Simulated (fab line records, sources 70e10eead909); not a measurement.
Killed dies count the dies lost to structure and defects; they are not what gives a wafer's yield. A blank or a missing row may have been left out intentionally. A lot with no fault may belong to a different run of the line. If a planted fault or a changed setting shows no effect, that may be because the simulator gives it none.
Chamber matching	flow nand-harc	NHARC_A_SLIT_ETCH_24 on rie-diel-05: 4 sister chambers
The step etches the open film in CF4/CHF3, target depth 121 nm, time 60.5 s. 16 wafers are shown with their chamber, then 8 later ones without.

== EACH WAFER AND ITS CHAMBER ==
wafer	chamber	drypump-motor-current-A (A)	throttle-valve-pct (%)	oes-product-au (a.u.)
L076.3	2	5.69	16.803	0.983
L076.5	1	5.30	16.822	0.927
L076.6	0	5.92	16.800	0.958
L077.2	2	5.69	16.781	0.970
L077.3	3	5.61	16.807	0.966
L077.5	1	5.30	16.796	0.976
L078.4	2	5.72	16.805	0.962
L078.5	3	5.62	16.807	0.943
L078.6	0	5.91	16.804	0.973
L079.1	0	5.90	16.795	0.997
L079.2	2	5.73	16.784	0.970
L079.4	1	5.29	16.811	0.939
L081.1	0	5.90	16.809	0.973
L081.2	2	5.70	16.794	0.996
L081.3	3	5.62	16.807	0.958
L083.2	1	5.31	16.798	0.960

SIGNATURES (means of the wafers above)
reading	chamber 0	chamber 1	chamber 2	chamber 3	scatter within a chamber
drypump-motor-current-A	5.9075	5.3000	5.7060	5.6167	0.0125
throttle-valve-pct	16.80200	16.80675	16.79340	16.80700	0.00921
oes-product-au	0.97525	0.95050	0.97620	0.95567	0.0163
Rule: a wafer's distance from a chamber is the root of the sum, over the readings, of the square of ((its reading less the chamber's mean) divided by the reading's scatter). If the next closest chamber is less than 2 further off than the closest, the wafer can't be placed; otherwise it belongs to the closest. The scatter is the square root of a quotient: the sum, over the shown wafers, of each reading's squared deviation from its chamber's mean, divided by wafers minus chambers.

== WAFERS WITHOUT THEIR CHAMBER ==
wafer	drypump-motor-current-A (A)	throttle-valve-pct (%)	oes-product-au (a.u.)
L083.5	5.90	16.807	0.981
L083.6	5.28	16.804	0.937
L084.3	5.74	16.793	0.995
L084.4	5.88	16.810	0.964
L084.5	5.29	16.789	0.953
L089.2	5.72	16.803	0.984
L089.3	5.63	16.793	0.984
L089.6	5.64	16.811	0.976

== WHICH CHAMBER EACH WENT THROUGH ==
wafer	from the rows above	in truth
L083.5	0	0
L083.6	1	1
L084.3	2	2
L084.4	0	0
L084.5	1	1
L089.2	2	2
L089.3	3	3
L089.6	3	3
Correct placement for 8 of the 8. Left unplaced by these rows: 0. Number placed wrongly: 0.
